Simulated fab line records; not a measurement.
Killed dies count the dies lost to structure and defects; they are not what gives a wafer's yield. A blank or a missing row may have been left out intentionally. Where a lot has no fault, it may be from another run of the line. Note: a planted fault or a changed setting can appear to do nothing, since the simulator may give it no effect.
Chamber matching + flow nand-harc + 3 sister chambers for NHARC_P_M0_CMP_23 on cmp-01
The step polishes, t overpolish 20 s, target thk 117.54 nm. 14 wafers are shown with their chamber, then 4 later ones without.

EACH WAFER AND ITS CHAMBER
| wafer  | chamber | motor-current-A (A) | time-to-endpoint-s (s) |
|--------|---------|---------------------|------------------------|
| L976.1 | 3       | 12.1                | 29.2                   |
| L976.2 | 1       | 9.8                 | 27.5                   |
| L976.6 | 1       | 10.1                | 24.8                   |
| L980.2 | 0       | 12.5                | 29.0                   |
| L980.3 | 3       | 12.8                | 28.3                   |
| L981.1 | 0       | 12.5                | 29.0                   |
| L981.2 | 1       | 9.9                 | 25.9                   |
| L981.5 | 3       | 12.9                | 28.3                   |
| L987.3 | 3       | 13.3                | 29.7                   |
| L987.5 | 0       | 11.3                | 31.6                   |
| L987.6 | 1       | 10.2                | 27.8                   |
| L992.1 | 3       | 12.4                | 29.7                   |
| L992.2 | 0       | 13.5                | 28.6                   |
| L992.4 | 1       | 9.8                 | 26.7                   |

SIGNATURES (means of the wafers above)
| reading            | chamber 0 | chamber 1 | chamber 3 | scatter within a chamber |
|--------------------|-----------|-----------|-----------|--------------------------|
| motor-current-A    | 12.450    | 9.960     | 12.700    | 0.558                    |
| time-to-endpoint-s | 29.550    | 26.540    | 29.040    | 1.11                     |
Rule: a wafer's distance from a chamber is the root of the sum, over the readings, of the square of ((its reading less the chamber's mean) divided by the reading's scatter). If the next closest chamber is less than 2 further off than the closest, the wafer can't be placed; otherwise it belongs to the closest. The scatter is the square root of a quotient: the sum, over the shown wafers, of each reading's squared deviation from its chamber's mean, divided by wafers minus chambers.

WAFERS MISSING THEIR CHAMBER
| wafer  | motor-current-A (A) | time-to-endpoint-s (s) |
|--------|---------------------|------------------------|
| L995.3 | 9.9                 | 29.3                   |
| L995.6 | 12.9                | 29.1                   |
| L996.2 | 9.2                 | 27.3                   |
| L996.4 | 12.5                | 30.6                   |

CHAMBER TAKEN BY EACH
| wafer  | from the rows above     | in truth |
|--------|-------------------------|----------|
| L995.3 | 1                       | 1        |
| L995.6 | can't be placed: 3 or 0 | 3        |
| L996.2 | 1                       | 1        |
| L996.4 | can't be placed: 0 or 3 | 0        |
2 of 4 placed correctly. Cannot be placed on the basis of these rows: 2; the candidates contain the true chamber in 2. Number placed wrongly: 0.
